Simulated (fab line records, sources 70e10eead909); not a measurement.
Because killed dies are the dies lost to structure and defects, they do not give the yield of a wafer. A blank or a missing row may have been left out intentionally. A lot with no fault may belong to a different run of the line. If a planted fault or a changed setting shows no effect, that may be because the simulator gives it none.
Which tool did it? :: flow nandHarc :: 11 lots with 33 wafers sampled at 5 steps, on a route of 1159 steps

## WHAT THE GAUGES SHOWED, per wafer
NHARC_END_SORT_01. Usual: killedAtArray 31, standard deviation 12; killedAtOther 0.6, standard deviation 0.85; killedAtPeriphery 3.0, standard deviation 2.3; killedDies 35, standard deviation 12; killedOpen 3.2, standard deviation 1.9; killedShort 1.8, standard deviation 1.4.
lot: L947
measured: day 22 04:41
on: prober-01
killedAtArray: 675 673 676
killedAtOther: 1 2 1
killedAtPeriphery: 1 2 0
killedDies: 677 677 677
killedOpen: 4 3 1
killedShort: 2 1 0
flag: OFF

lot: L952
measured: day 23 07:27
on: prober-01
killedAtArray: 675 673 672
killedAtOther: 0 1 4
killedAtPeriphery: 2 3 1
killedDies: 677 677 677
killedOpen: 1 5 2
killedShort: 2 2 0
flag: OFF

lot: L954
measured: day 23 05:47
on: prober-02
killedAtArray: 35 42 38
killedAtOther: 1 0 1
killedAtPeriphery: 4 2 4
killedDies: 40 44 43
killedOpen: 4 1 2
killedShort: 2 2 2
flag: 

lot: L957
measured: day 24 03:32
on: prober-01
killedAtArray: 26
killedAtOther: 1
killedAtPeriphery: 4
killedDies: 31
killedOpen: 6
killedShort: 1
flag: 

## WHAT TOOL EACH LOT RAN ON (gives the tool, then ch and the chambers of the sampled wafers, and finally the start)
lot: L937
NHARC_A_STAIRCASE_ETCH_169: rieDiel-08 ch 0,3, day 10 09:41
NHARC_A_STAIRCASE_ETCH_170: rieDiel-08 ch 0,1,2, day 10 12:22 or earlier
NHARC_A_STAIRCASE_ETCH_15: rieDiel-13 ch 0,3, day 10 12:22
NHARC_A_STAIRCASE_TRIM_22: rieDiel-05 ch 0,2,3, no start

lot: L938
NHARC_A_STAIRCASE_ETCH_169: rieDiel-08 ch 0,1,2, day 11 02:02
NHARC_A_STAIRCASE_ETCH_170: rieDiel-08 ch 0,2,3, day 11 04:08 or earlier
NHARC_A_STAIRCASE_ETCH_15: rieDiel-08 ch 1,2,3, day 11 04:08
NHARC_A_STAIRCASE_TRIM_22: rieDiel-08 ch 0,1,2, no start

lot: L940
NHARC_A_STAIRCASE_ETCH_169: rieDiel-05 ch 0,3, day 11 06:20
NHARC_A_STAIRCASE_ETCH_170: rieDiel-05 ch 1,2,3, day 11 10:00 or earlier
NHARC_A_STAIRCASE_ETCH_15: rieDiel-05 ch 0,1, day 11 10:00
NHARC_A_STAIRCASE_TRIM_22: rieDiel-13 ch 2,3, no start

lot: L942
NHARC_A_STAIRCASE_ETCH_169: rieDiel-08 ch 0,2,3, day 11 17:41
NHARC_A_STAIRCASE_ETCH_170: rieDiel-08 ch 0,1,2, day 11 19:58 or earlier
NHARC_A_STAIRCASE_ETCH_15: rieDiel-05 ch 1,2,3, day 11 19:58
NHARC_A_STAIRCASE_TRIM_22: rieDiel-05 ch 1,2,3, no start

lot: L939
NHARC_A_STAIRCASE_ETCH_169: rieDiel-08 ch 0,1, day 11 17:52
NHARC_A_STAIRCASE_ETCH_170: rieDiel-08 ch 0,1, day 11 20:06 or earlier
NHARC_A_STAIRCASE_ETCH_15: rieDiel-13 ch 0,1,3, day 11 20:06
NHARC_A_STAIRCASE_TRIM_22: rieDiel-13 ch 0,1,2, no start

lot: L946
NHARC_A_STAIRCASE_ETCH_169: rieDiel-05 ch 1,2,3, day 13 00:55
NHARC_A_STAIRCASE_ETCH_170: rieDiel-05 ch 1,2,3, day 13 03:19 or earlier
NHARC_A_STAIRCASE_ETCH_15: rieDiel-05 ch 1,2,3, day 13 03:19
NHARC_A_STAIRCASE_TRIM_22: rieDiel-08 ch 0,2,3, no start

lot: L947
NHARC_A_STAIRCASE_ETCH_169: rieDiel-08 ch 0,1,2, day 13 11:46
NHARC_A_STAIRCASE_ETCH_170: rieDiel-08 ch 1,2, day 13 14:01 or earlier
NHARC_A_STAIRCASE_ETCH_15: rieDiel-08 ch 0,2,3, day 13 14:01
NHARC_A_STAIRCASE_TRIM_22: rieDiel-13 ch 0,1, day 22 04:41 or earlier

lot: L952
NHARC_A_STAIRCASE_ETCH_169: rieDiel-05 ch 0,1,3, day 14 14:35
NHARC_A_STAIRCASE_ETCH_170: rieDiel-05 ch 0,1,2, day 14 16:53 or earlier
NHARC_A_STAIRCASE_ETCH_15: rieDiel-08 ch 0,1, day 14 16:53
NHARC_A_STAIRCASE_TRIM_22: rieDiel-13 ch 0,2,3, day 23 07:27 or earlier

lot: L954
NHARC_A_STAIRCASE_ETCH_169: rieDiel-05 ch 0,1, day 14 19:22
NHARC_A_STAIRCASE_ETCH_170: rieDiel-05 ch 1,2, day 14 22:20 or earlier
NHARC_A_STAIRCASE_ETCH_15: rieDiel-13 ch 1,2, day 14 22:20
NHARC_A_STAIRCASE_TRIM_22: rieDiel-13 ch 0,1,3, day 23 05:47 or earlier

lot: L957
NHARC_A_STAIRCASE_ETCH_169: rieDiel-13 ch 1,2,3, day 15 15:46
NHARC_A_STAIRCASE_ETCH_170: rieDiel-13 ch 1,2, day 15 18:11 or earlier
NHARC_A_STAIRCASE_ETCH_15: rieDiel-13 ch 0,3, day 15 18:11
NHARC_A_STAIRCASE_TRIM_22: rieDiel-08 ch 0,1,3, day 24 03:32 or earlier

lot: L960
NHARC_A_STAIRCASE_ETCH_169: rieDiel-13 ch 0,1,3, day 16 04:02
NHARC_A_STAIRCASE_ETCH_170: rieDiel-13 ch 0,1,2, day 16 06:41 or earlier
NHARC_A_STAIRCASE_ETCH_15: rieDiel-05 ch 0,2,3, day 16 06:41
NHARC_A_STAIRCASE_TRIM_22: rieDiel-05 ch 1,2,3, no start
- NHARC_A_STAIRCASE_ETCH_169: etches the open film in CH3F/O2, target depth 50 nm, time 107.1 s.
- NHARC_A_STAIRCASE_ETCH_170: etches the open film in C4F6/O2, target depth 200 nm, time 66.667 s.
- NHARC_A_STAIRCASE_ETCH_15: etches the open film in C4F8/O2, target depth 100 nm, time 40.5 s.
- NHARC_A_STAIRCASE_TRIM_22: chemistry O2, time 211.2 s.

## AS READ BY THE TOOLS THEMSELVES (means over the sampled wafers that have a number; for cases with no such wafer, the mark the record gives instead)
NHARC_A_STAIRCASE_ETCH_169. Usual: drypumpMotorCurrentA 5.8 A, standard deviation 0.33; oesProductAu 0.946 a.u., standard deviation 0.022; rfVppV 244.9 V, standard deviation 1.6; showerheadPlenumPTorr 2.49 Torr, standard deviation 0.088; throttleValvePct 20.664 %, standard deviation 0.0085.
lot: L937
tool: rieDiel-08
drypumpMotorCurrentA (A): 5.8
oesProductAu (a.u.): 0.982
rfVppV (V): 243.9
showerheadPlenumPTorr (Torr): 2.46
throttleValvePct (%): 20.653
flag: 

lot: L938
tool: rieDiel-08
drypumpMotorCurrentA (A): 5.6
oesProductAu (a.u.): 0.924
rfVppV (V): 244.6
showerheadPlenumPTorr (Torr): 2.48
throttleValvePct (%): 20.670
flag: 

lot: L940
tool: rieDiel-05
drypumpMotorCurrentA (A): 6.2
oesProductAu (a.u.): 0.973
rfVppV (V): 245.6
showerheadPlenumPTorr (Torr): 2.53
throttleValvePct (%): 20.667
flag: 

lot: L942
tool: rieDiel-08
drypumpMotorCurrentA (A): 5.8
oesProductAu (a.u.): 0.915
rfVppV (V): 242.8
showerheadPlenumPTorr (Torr): 2.44
throttleValvePct (%): 20.664
flag: 

lot: L939
tool: rieDiel-08
drypumpMotorCurrentA (A): 5.5
oesProductAu (a.u.): 0.926
rfVppV (V): 245.6
showerheadPlenumPTorr (Torr): 2.54
throttleValvePct (%): 20.662
flag: 

lot: L946
tool: rieDiel-05
drypumpMotorCurrentA (A): 5.9
oesProductAu (a.u.): 0.963
rfVppV (V): 244.6
showerheadPlenumPTorr (Torr): 2.51
throttleValvePct (%): 20.655
flag: 

lot: L947
tool: rieDiel-08
drypumpMotorCurrentA (A): 5.6
oesProductAu (a.u.): 0.964
rfVppV (V): 244.3
showerheadPlenumPTorr (Torr): 2.47
throttleValvePct (%): 20.671
flag: 

lot: L952
tool: rieDiel-05
drypumpMotorCurrentA (A): 6.1
oesProductAu (a.u.): 0.932
rfVppV (V): 246.3
showerheadPlenumPTorr (Torr): 2.56
throttleValvePct (%): 20.661
flag: 

lot: L954
tool: rieDiel-05
drypumpMotorCurrentA (A): 6.0
oesProductAu (a.u.): 0.931
rfVppV (V): 246.5
showerheadPlenumPTorr (Torr): 2.59
throttleValvePct (%): 20.668
flag: 

lot: L957
tool: rieDiel-13
drypumpMotorCurrentA (A): 6.1
oesProductAu (a.u.): 0.949
rfVppV (V): 244.7
showerheadPlenumPTorr (Torr): 2.47
throttleValvePct (%): 20.673
flag: 

lot: L960
tool: rieDiel-13
drypumpMotorCurrentA (A): 6.1
oesProductAu (a.u.): 0.970
rfVppV (V): 245.2
showerheadPlenumPTorr (Torr): 2.53
throttleValvePct (%): 20.657
flag: 

NHARC_A_STAIRCASE_ETCH_170. Usual: drypumpMotorCurrentA 5.8 A, standard deviation 0.34; oesProductAu 0.960 a.u., standard deviation 0.017; rfVppV 548.2 V, standard deviation 2.7; showerheadPlenumPTorr 3.98 Torr, standard deviation 0.13; throttleValvePct 26.903 %, standard deviation 0.0082.
lot: L937
tool: rieDiel-08
drypumpMotorCurrentA (A): 5.6
oesProductAu (a.u.): 0.977
rfVppV (V): 548.5
showerheadPlenumPTorr (Torr): 3.96
throttleValvePct (%): 26.901
flag: 

lot: L938
tool: rieDiel-08
drypumpMotorCurrentA (A): 5.8
oesProductAu (a.u.): 0.954
rfVppV (V): 547.0
showerheadPlenumPTorr (Torr): 3.90
throttleValvePct (%): 26.899
flag: 

lot: L940
tool: rieDiel-05
drypumpMotorCurrentA (A): 5.9
oesProductAu (a.u.): 0.925
rfVppV (V): 548.2
showerheadPlenumPTorr (Torr): 4.01
throttleValvePct (%): 26.901
flag: 

lot: L942
tool: rieDiel-08
drypumpMotorCurrentA (A): 5.6
oesProductAu (a.u.): 0.947
rfVppV (V): 547.2
showerheadPlenumPTorr (Torr): 3.96
throttleValvePct (%): 26.901
flag: 

lot: L939
tool: rieDiel-08
drypumpMotorCurrentA (A): 5.4
oesProductAu (a.u.): 0.962
rfVppV (V): 549.1
showerheadPlenumPTorr (Torr): 4.04
throttleValvePct (%): 26.900
flag: 

lot: L946
tool: rieDiel-05
drypumpMotorCurrentA (A): 6.0
oesProductAu (a.u.): 0.974
rfVppV (V): 548.2
showerheadPlenumPTorr (Torr): 4.01
throttleValvePct (%): 26.903
flag: 

lot: L947
tool: rieDiel-08
drypumpMotorCurrentA (A): 5.5
oesProductAu (a.u.): 0.978
rfVppV (V): 545.3
showerheadPlenumPTorr (Torr): 3.84
throttleValvePct (%): 26.905
flag: 

lot: L952
tool: rieDiel-05
drypumpMotorCurrentA (A): 5.9
oesProductAu (a.u.): 0.946
rfVppV (V): 550.1
showerheadPlenumPTorr (Torr): 4.06
throttleValvePct (%): 26.901
flag: 

lot: L954
tool: rieDiel-05
drypumpMotorCurrentA (A): 5.7
oesProductAu (a.u.): 0.950
rfVppV (V): 548.8
showerheadPlenumPTorr (Torr): 3.99
throttleValvePct (%): 26.898
flag: 

lot: L957
tool: rieDiel-13
drypumpMotorCurrentA (A): 6.1
oesProductAu (a.u.): 0.967
rfVppV (V): 545.8
showerheadPlenumPTorr (Torr): 3.86
throttleValvePct (%): 26.905
flag: 

lot: L960
tool: rieDiel-13
drypumpMotorCurrentA (A): 6.0
oesProductAu (a.u.): 0.975
rfVppV (V): 548.1
showerheadPlenumPTorr (Torr): 3.99
throttleValvePct (%): 26.905
flag: 

NHARC_A_STAIRCASE_ETCH_15. Usual: oesProductAu 0.939 a.u., standard deviation 0.011; rfVppV 897 V, standard deviation 4.7.
lot: L937
tool: rieDiel-13
oesProductAu (a.u.): 0.931
rfVppV (V): 892
flag: 

lot: L938
tool: rieDiel-08
oesProductAu (a.u.): 0.946
rfVppV (V): 895
flag: 

lot: L940
tool: rieDiel-05
oesProductAu (a.u.): 0.952
rfVppV (V): 904
flag: 

lot: L942
tool: rieDiel-05
oesProductAu (a.u.): 0.950
rfVppV (V): 899
flag: 

lot: L939
tool: rieDiel-13
oesProductAu (a.u.): 0.946
rfVppV (V): 893
flag: 

lot: L946
tool: rieDiel-05
oesProductAu (a.u.): 0.927
rfVppV (V): 898
flag: 

lot: L947
tool: rieDiel-08
oesProductAu (a.u.): 0.760
rfVppV (V): 895
flag: OFF

lot: L952
tool: rieDiel-08
oesProductAu (a.u.): 0.759
rfVppV (V): 900
flag: OFF

lot: L954
tool: rieDiel-13
oesProductAu (a.u.): 0.923
rfVppV (V): 895
flag: 

lot: L957
tool: rieDiel-13
oesProductAu (a.u.): 0.931
rfVppV (V): 902
flag: 

lot: L960
tool: rieDiel-05
oesProductAu (a.u.): 0.955
rfVppV (V): 899
flag: 

NHARC_A_STAIRCASE_TRIM_22. Usual: drypumpMotorCurrentA 5.9 A, standard deviation 0.31; oesProductAu 1.000 a.u., standard deviation 0.0074; rfVppV 57.9 V, standard deviation 0.86; showerheadPlenumPTorr 3.58 Torr, standard deviation 0.13; throttleValvePct 17.035 %, standard deviation 0.0096.
lot: L937
tool: rieDiel-05
drypumpMotorCurrentA (A): 6.0
oesProductAu (a.u.): 1.004
rfVppV (V): 57.8
showerheadPlenumPTorr (Torr): 3.63
throttleValvePct (%): 17.043
flag: 

lot: L938
tool: rieDiel-08
drypumpMotorCurrentA (A): 5.6
oesProductAu (a.u.): 1.009
rfVppV (V): 57.8
showerheadPlenumPTorr (Torr): 3.56
throttleValvePct (%): 17.037
flag: 

lot: L940
tool: rieDiel-13
drypumpMotorCurrentA (A): 6.2
oesProductAu (a.u.): 1.004
rfVppV (V): 57.4
showerheadPlenumPTorr (Torr): 3.63
throttleValvePct (%): 17.024
flag: 

lot: L942
tool: rieDiel-05
drypumpMotorCurrentA (A): 5.9
oesProductAu (a.u.): 1.003
rfVppV (V): 58.7
showerheadPlenumPTorr (Torr): 3.61
throttleValvePct (%): 17.033
flag: 

lot: L939
tool: rieDiel-13
drypumpMotorCurrentA (A): 6.0
oesProductAu (a.u.): 1.003
rfVppV (V): 58.3
showerheadPlenumPTorr (Torr): 3.43
throttleValvePct (%): 17.042
flag: 

lot: L946
tool: rieDiel-08
drypumpMotorCurrentA (A): 5.8
oesProductAu (a.u.): 0.996
rfVppV (V): 57.7
showerheadPlenumPTorr (Torr): 3.49
throttleValvePct (%): 17.033
flag: 

lot: L947
tool: rieDiel-13
drypumpMotorCurrentA (A): 6.1
oesProductAu (a.u.): 0.997
rfVppV (V): 58.0
showerheadPlenumPTorr (Torr): 3.56
throttleValvePct (%): 17.026
flag: 

lot: L952
tool: rieDiel-13
drypumpMotorCurrentA (A): 6.0
oesProductAu (a.u.): 0.998
rfVppV (V): 58.7
showerheadPlenumPTorr (Torr): 3.67
throttleValvePct (%): 17.033
flag: 

lot: L954
tool: rieDiel-13
drypumpMotorCurrentA (A): 6.2
oesProductAu (a.u.): 0.997
rfVppV (V): 57.8
showerheadPlenumPTorr (Torr): 3.62
throttleValvePct (%): 17.039
flag: 

lot: L957
tool: rieDiel-08
drypumpMotorCurrentA (A): 5.6
oesProductAu (a.u.): 0.994
rfVppV (V): 57.5
showerheadPlenumPTorr (Torr): 3.56
throttleValvePct (%): 17.034
flag: 

lot: L960
tool: rieDiel-05
drypumpMotorCurrentA (A): 5.9
oesProductAu (a.u.): 0.999
rfVppV (V): 57.9
showerheadPlenumPTorr (Torr): 3.59
throttleValvePct (%): 17.033
flag: 

## THE ANSWER, worked out from the rows above alone
Rule: a lot counts as off when the mean over its wafers that have a number is more than 3 standard deviations away from the usual mean. A lot without any number at a reading at which 4 lots or more have one is off too. The other lots that the step has rows for count as sound. The gauges are gone through in route order, then the tools' own readings, and for those a lot's mean is taken as printed above. The first step at which some lot is off is used, and at that step the reading that is off furthest; a lot without a number counts as furthest.
Off: L947, L952 (NHARC_END_SORT_01, killedAtArray). Neither off nor sound, because the step has no rows for them: L937, L938, L940, L942, L939, L946, L960.
If a tool, at a process step before that reading, ran all the lots that are off and no sound lot after the first of them, it fits. The gauges at NHARC_END_SORT_01 aren't tried: what is off there is off at NHARC_A_STAIRCASE_ETCH_15 too, on other tools, and a gauge's error can't cause that. NHARC_A_STAIRCASE_ETCH_170: start missing for some lots; hours and lot order therefore follow NHARC_A_STAIRCASE_ETCH_15. NHARC_A_STAIRCASE_TRIM_22: start missing for some lots; hours and lot order therefore follow NHARC_END_SORT_01. One candidate fits, namely rieDiel-08 at NHARC_A_STAIRCASE_ETCH_15. It ran no sound lot before its first lot that is off in this sample, so the start can't be narrowed down.
The tool's own readings at NHARC_A_STAIRCASE_ETCH_15 bear it out: on the lots that are off they differ by more than 5 times the standard deviation of the sound lots' means. oesProductAu reads 0.760 a.u. there against 0.927 a.u. on the sound lots.

## WHAT THE SIMULATOR HAD PUT IN
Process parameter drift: rieDiel-08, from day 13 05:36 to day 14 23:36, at NHARC_A_STAIRCASE_ETCH_15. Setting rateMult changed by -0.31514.
Shown lots that were struck: L947, L952. The same result came from the rule above.
